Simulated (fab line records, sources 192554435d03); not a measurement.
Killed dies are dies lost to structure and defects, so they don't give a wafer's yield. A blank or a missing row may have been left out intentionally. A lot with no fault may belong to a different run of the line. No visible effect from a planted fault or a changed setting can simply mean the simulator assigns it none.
Matching of chambers | flow n5 finfet | 3 sister chambers for N5_BEOL_M3_DEP_57 on pecvd-02
The step deposits SiCN from 3MS/NH3, target thk 8 nm, time 14 s. 3 wafers are shown with their chamber, then 12 later ones without.

WAFERS, EACH WITH ITS CHAMBER
wafer  | chamber | showerhead plenum p Torr (Torr)
L090.4 | 2       | 3.660
L091.3 | 0       | 3.681
L091.5 | 1       | 3.655

WAFERS WITH NO CHAMBER GIVEN
wafer  | showerhead plenum p Torr (Torr)
L092.1 | 3.662
L092.4 | 3.658
L092.6 | 3.692
L093.1 | 3.681
L093.2 | 3.667
L093.6 | 3.662
L095.1 | 3.650
L095.5 | 3.652
L095.6 | 3.654
L096.1 | 3.666
L096.2 | 3.649
L096.4 | 3.658

WHICH CHAMBER EACH ONE RAN IN
wafer  | from the rows above          | in truth
L092.1 | can't be placed: 2 or 1      | 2
L092.4 | can't be placed: 2 or 1      | 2
L092.6 | 0                            | 0
L093.1 | 0                            | 0
L093.2 | can't be placed: 2 or 1 or 0 | 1
L093.6 | can't be placed: 2 or 1      | 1
L095.1 | can't be placed: 1 or 2      | 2
L095.5 | can't be placed: 1 or 2      | 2
L095.6 | can't be placed: 1 or 2      | 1
L096.1 | can't be placed: 2 or 1 or 0 | 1
L096.2 | can't be placed: 1 or 2      | 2
L096.4 | can't be placed: 2 or 1      | 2
2 of 12 placed correctly. Cannot be placed on the basis of these rows: 10; the candidates contain the true chamber in 10. Wrongly placed: 0.
How it was worked out, from the rows above alone: a wafer's distance from a chamber is the root of the sum, over the readings, of the square of ((its reading less the chamber's mean) divided by the reading's scatter). The wafer belongs to the nearest chamber; if the next one is less than 2 further off, it can't be placed. A chamber's mean is the mean of its shown wafers. The scatter: root of mean squared gap, hidden wafer to nearest shown wafer, with one shown wafer a chamber.
